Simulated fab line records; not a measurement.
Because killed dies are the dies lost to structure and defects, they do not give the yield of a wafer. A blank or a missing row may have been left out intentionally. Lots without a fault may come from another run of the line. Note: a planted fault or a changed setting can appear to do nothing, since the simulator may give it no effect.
Comparing a struck lot with a sound one + flow n5_finfet + 37 out of 1938 route steps
Sound: wafers L345.1, L345.2, L345.5. Wafers L352.1, L352.3, L352.4 were the ones struck. At the end, the cause is stated.
Each step with rows lists, per side, the tool, then ch with its chambers, then its first start. Under that, the readings that differ: sound wafers + struck wafers + difference of the means + sigmas: that difference in standard deviations of wafers without a fault.
alike: readings whose means differ by less than 2 such deviations, and words and numbers that are the same on both sides. not compared: withheld readings, readings that some wafer has no value for, bounds like >300 that may hide the same value, and numbers for which the record gives no deviation and whose values overlap.
The two part at a step that has a row with sigmas, a row that says differs or no value, or rows on one side only. When numbers do not overlap yet have no deviation, they are printed without sigmas and do not part them. A reading that every wafer of one side lacks parts them only if that side has two wafers or more.

first, 3 steps without rows for these wafers: N5_BEOL_M2_ANNEAL_87 (time 240 s); N5_BEOL_M2_SPUTTER_88 (material Cu, target thk 4.5 nm, time 8.29 s); N5_BEOL_M2_ANNEAL_89 (time 240 s).
N5_BEOL_M2_SPUTTER_90: material Cu, target thk 4.5 nm, time 8.29 s.
  sound: pvd_sputter-01 at day 8 05:19; struck: pvd_sputter-03 at day 10 07:26
  alike: susceptor_temp_C, throttle_valve_pct
then, 1 step without rows for these wafers: N5_BEOL_M2_ANNEAL_91 (time 240 s).
N5_BEOL_M2_SPUTTER_92: material Cu, target thk 4.5 nm, time 8.29 s.
  sound: pvd_sputter-01 at day 8 05:32; struck: pvd_sputter-03 at day 10 07:40
  alike: susceptor_temp_C, throttle_valve_pct
then, 1 step without rows for these wafers: N5_BEOL_M2_ANNEAL_93 (time 240 s).
N5_BEOL_M2_SPUTTER_94: material Cu, target thk 4.5 nm, time 8.29 s.
  sound: pvd_sputter-01 at day 8 05:46; struck: pvd_sputter-03 at day 10 07:53
  alike: susceptor_temp_C, throttle_valve_pct
then, 3 steps without rows for these wafers: N5_BEOL_M2_ANNEAL_95 (time 240 s); N5_BEOL_M2_SPUTTER_96 (material Cu, target thk 4.5 nm, time 8.29 s); N5_BEOL_M2_ECD_50 (material Cu, target thk 300 nm).
N5_BEOL_M2_ANNEAL_51: time 90 s.
  sound on rtp_anneal-01 ch 0, day 8 06:11; struck on rtp_anneal-02 ch 0, day 10 08:23
  alike: wafer_temp_C_max
N5_BEOL_M2_CMP_52: polishes, stops on SiOC, t overpolish 6.8 s, target thk 40 nm.
  sound on cmp-03 ch 0,1,3, day 8 06:34; struck on cmp-03 ch 0,1,2, day 10 08:41
  alike: barrier_field_endpoint_s, clearing_platen_down_force_psi, motor_current_A, overpolish_run_s, time_to_endpoint_s
then, 4 steps without rows for these wafers: N5_BEOL_M2_PRE_CLEAN_60 (time 15 s); N5_BEOL_M2_CO_CAP_55 (material Co, precursor CCTBA/H2, target thk 2 nm, time 102.1 s); N5_BEOL_M2_PRE_CLEAN_56 (time 15 s); N5_BEOL_M2_DEP_57 (deposits SiCN from 3MS/NH3, target thk 8 nm, time 14 s).
N5_BEOL_M2_INSPECT_59: inspects for defects (darkfield).
  sound: defect_inspect-01 at day 8 07:04; struck: defect_inspect-02 at day 10 09:17
| reading          | sound    | struck         | difference | sigmas |
|------------------|----------|----------------|------------|--------|
| raw_defect_count | 86 70 52 | 1409 1485 1434 | +1373      | +69    |
then, 1 step without rows for these wafers: N5_BEOL_M3_ILD_DEP_00 (deposits SiOC from DEMS/O2, target thk 79 nm, time 15.3 s).
N5_BEOL_M3_THK_MEAS_01:
  sound: film_metro-02 at day 8 07:10; struck: film_metro-02 at day 10 09:25
  alike: M3_ILD_THK
then, 1 step without rows for these wafers: N5_BEOL_M3_PECVD_72 (deposits SiO2 from TEOS/O2, target thk 16 nm, time 18 s).
N5_BEOL_M3_HM_DEP_02: deposits TiN, target thk 20 nm.
  sound: pvd_sputter-03 at day 8 07:19; struck: pvd_sputter-03 at day 10 10:43
  alike: susceptor_temp_C, throttle_valve_pct
then, 9 steps without rows for these wafers: N5_BEOL_M3_COAT_61 (time 60 s, resist thk 60 nm); N5_BEOL_M3_COAT_62 (time 60 s, resist thk 12 nm); N5_BEOL_M3_COAT_73 (time 60 s, resist thk 5 nm); N5_BEOL_M3_COAT_05 (resist thk 30 nm); N5_BEOL_M3_EBR_07; N5_BEOL_M3_SOFTBAKE_06 (time 60 s); N5_BEOL_M3_EXPOSE_08 (exposes mask M3); N5_BEOL_M3_PEB_09 (peb time 60 s); N5_BEOL_M3_DEVELOP_10 (develop time 30 s).
N5_BEOL_M3_CD_MEAS_11 targets a cd of 17.05 nm.
  sound on cd_sem-02 ch 0, day 8 07:43; struck on cd_sem-01 ch 0, day 10 11:07
  alike: cd_nm
N5_BEOL_M3_OVL_MEAS_12:
  sound on overlay-02 ch 0, day 8 07:44; struck on overlay-02 ch 0, day 10 11:09
| reading     | sound          | struck        | difference | sigmas |
|-------------|----------------|---------------|------------|--------|
| M3_OVL (nm) | -1.8 -2.0 -1.5 | -0.3 -0.1 0.8 | +1.9       | +3     |
N5_BEOL_M3_INSPECT_13: inspects for defects (brightfield).
  sound: defect_inspect-01 at day 8 07:48; struck: defect_inspect-02 at day 10 11:13
| reading          | sound       | struck         | difference | sigmas |
|------------------|-------------|----------------|------------|--------|
| raw_defect_count | 564 426 477 | 1599 1785 1562 | +1160      | +12    |
then, 1 step without rows for these wafers: N5_BEOL_M3_DESCUM_16 (chemistry O2, time 7 s).
N5_BEOL_M4_RC_MEAS_101:
  sound on prober-02 ch 0, day 9 05:48; struck on prober-02 ch 0, day 11 16:17
  alike: DIBL_N, DIBL_P, IOFF_N, IOFF_P, ION_N, ION_P, SS_N, SS_P, VT_N, VT_P
-- a jump in the record: the struck wafers' starts before and after are 5 days apart (it breaks off in module BEOL_M4 and resumes in module PASSIVATION, where the first step shown is number 1936 of the route) --
N5_PASSIVATION_PROBE_49:
  sound: prober-01 at day 14 01:56; struck: prober-01 at day 16 07:34
| reading                  | sound          | struck         | difference | sigmas |
|--------------------------|----------------|----------------|------------|--------|
| defect_limited_yield (%) | 90.0 90.8 91.9 | 30.1 28.4 29.1 | -61.7      | -47    |
| killed_at_M0_to_M3       | 63 36 42       | 772 812 798    | +747       | +77    |
| killed_dies              | 118 109 96     | 825 845 837    | +728       | +46    |
| killed_on_rim            | 13 9 17        | 105 111 104    | +94        | +23    |
| killed_open              | 72 78 69       | 49 45 44       | -27        | -2     |
| killed_short             | 45 31 25       | 23 18 10       | -17        | -2     |
| sort_bin_5_function (%)  | 6.5 5.3 3.8    | 46.7 49.5 49.5 | +43.4      | +51    |
| sort_bin_6_memory (%)    | 3.1 3.6 4.1    | 16.4 17.0 15.6 | +12.7      | +19    |
| sort_n_pass              | 1062 1071 1084 | 355 335 343    | -728       | -46    |
| sort_yield_pct (%)       | 90.0 90.8 91.9 | 30.1 28.4 29.1 | -61.7      | -44    |
  alike: killed_at_M4_up, killed_at_contacts, killed_at_front_end, killed_at_other, sort_bin_8_speed

== WHERE THEY PART ==
At N5_BEOL_M2_INSPECT_59 first; at N5_PASSIVATION_PROBE_49 last (within this record only).

WHY: what the simulator had put in
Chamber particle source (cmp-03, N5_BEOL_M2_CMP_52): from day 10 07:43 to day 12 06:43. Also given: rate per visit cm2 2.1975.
